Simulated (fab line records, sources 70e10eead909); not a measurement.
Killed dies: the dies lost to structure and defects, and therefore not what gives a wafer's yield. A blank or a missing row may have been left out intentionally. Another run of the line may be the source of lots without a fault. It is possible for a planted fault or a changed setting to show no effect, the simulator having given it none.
A struck lot beside a sound one	flow nand-harc	14 out of 1159 route steps
Sound: the wafers L801.1, L801.2, L801.5. Wafers L806.1, L806.3, L806.5 were the ones struck. The cause comes at the end.
At each step with rows: each side's tool, then ch and its chambers, then its first start. Under that, the readings that differ: sound wafers	struck wafers	difference of the means	sigmas: that difference in standard deviations of wafers without a fault.
alike: same words and numbers on both sides, and readings whose means sit less than 2 such deviations apart. not compared: any withheld reading, any reading some wafer has no value for, any bound like >300 that may hide the same value, and any number with overlapping values for which the record gives no deviation.
The two part at a step that has a row with sigmas, a row that says differs or no value, or rows on one side only. Non-overlapping numbers with no deviation appear without sigmas and do not part them. A reading that every wafer of one side lacks parts them only if that side has two wafers or more.

first, 1 step without rows for these wafers: NHARC_A_M0_DEVELOP_08 (develop time 35 s).
NHARC_A_M0_CD_MEAS_09: the cd target is 80 nm.
  sound on cd-sem-03 ch 0, day 20 03:36; struck on cd-sem-01 ch 0, day 21 09:57
  alike: cd-nm
NHARC_A_M0_OVL_MEAS_10: pitch 160 nm.
  struck on overlay-01, day 21 10:02; sound on overlay-02, day 20 03:41
  alike: overlay-x-nm, overlay-y-nm
NHARC_A_M0_INSPECT_11:
  struck on defect-inspect-02, day 21 10:05; sound on defect-inspect-02, day 20 03:43
reading	sound	struck	difference	sigmas
raw-defect-count	67 65 40	24 25 32	-30	-2
NHARC_A_M0_DESCUM_14: chemistry O2, time 3 s.
  sound on rie-diel-07 ch 1,3, day 20 03:47; struck on rie-diel-07 ch 0,3, day 21 10:08
  alike: drypump-motor-current-A, oes-product-au, rf-vpp-V, showerhead-plenum-p-Torr, throttle-valve-pct
  not compared: rf-hours-counter-h
NHARC_A_M0_ETCH_34: etches the open film in N2/H2, target depth 40 nm, overetch 12 nm, time 43.94 s.
  sound on rie-diel-07 ch 0,1,3, day 20 03:53; struck on rie-diel-07 ch 0,1,3, day 21 10:14
  alike: bias-w, drypump-motor-current-A, n2-flow-sccm, oes-product-au, rf-vpp-V, showerhead-plenum-p-Torr, throttle-valve-pct
  not compared: rf-hours-counter-h
NHARC_A_M0_ETCH_15: etches the open film in C4F8/Ar, target depth 150 nm, overetch 15 nm, time 82.5 s.
  sound: rie-diel-07 ch 0,3; struck: rie-diel-07 ch 0,3
  alike: bias-w, oes-product-au, rf-vpp-V
  not compared: rf-hours-counter-h
NHARC_A_M0_CD_MEAS_16:
  struck on cd-sem-02, day 21 10:26; sound on cd-sem-03, day 20 04:07
  alike: cd-nm
NHARC_A_M0_STRIP_18: strips in N2/H2.
  sound on rie-diel-02 ch 1,2,3, day 20 04:15; struck on rie-diel-02 ch 1,2,3, day 21 10:31
  alike: drypump-motor-current-A, n2-flow-sccm, oes-product-au, rf-vpp-V, showerhead-plenum-p-Torr, throttle-valve-pct
  not compared: rf-hours-counter-h
then, 3 steps without rows for these wafers: NHARC_A_M0_STRIP_19 (strips in post etch residue remover, time 600 s); NHARC_A_M0_DEGAS_28 (time 60 s); NHARC_A_M0_PRE_CLEAN_29 (time 30 s).
NHARC_A_M0_PVD_20: deposits TaN, target thk 5 nm, time 8.06 s.
  struck on pvd-sputter-01, day 21 11:10; sound on pvd-sputter-01, day 20 05:07
  no value came back on the struck wafers for bias-v (V), cathode-dc-power-W (W), throttle-valve-pct (%), time-s (s); on the sound wafers bias-v (V) reads 168.4 166.2 167.1
NHARC_A_M0_PVD_21: deposits Cu, target thk 30 nm, time 20.49 s.
  sound on pvd-sputter-01; struck on pvd-sputter-01
  alike: cathode-dc-power-W, chamber-pressure-pa, throttle-valve-pct

== WHERE THEY PART ==
Last at NHARC_A_M0_PVD_20 as far as this record goes, first at NHARC_A_M0_INSPECT_11. Later steps at which nothing parts them and some readings are alike: NHARC_A_M0_PVD_21.

WHY: what had been put in by the simulator
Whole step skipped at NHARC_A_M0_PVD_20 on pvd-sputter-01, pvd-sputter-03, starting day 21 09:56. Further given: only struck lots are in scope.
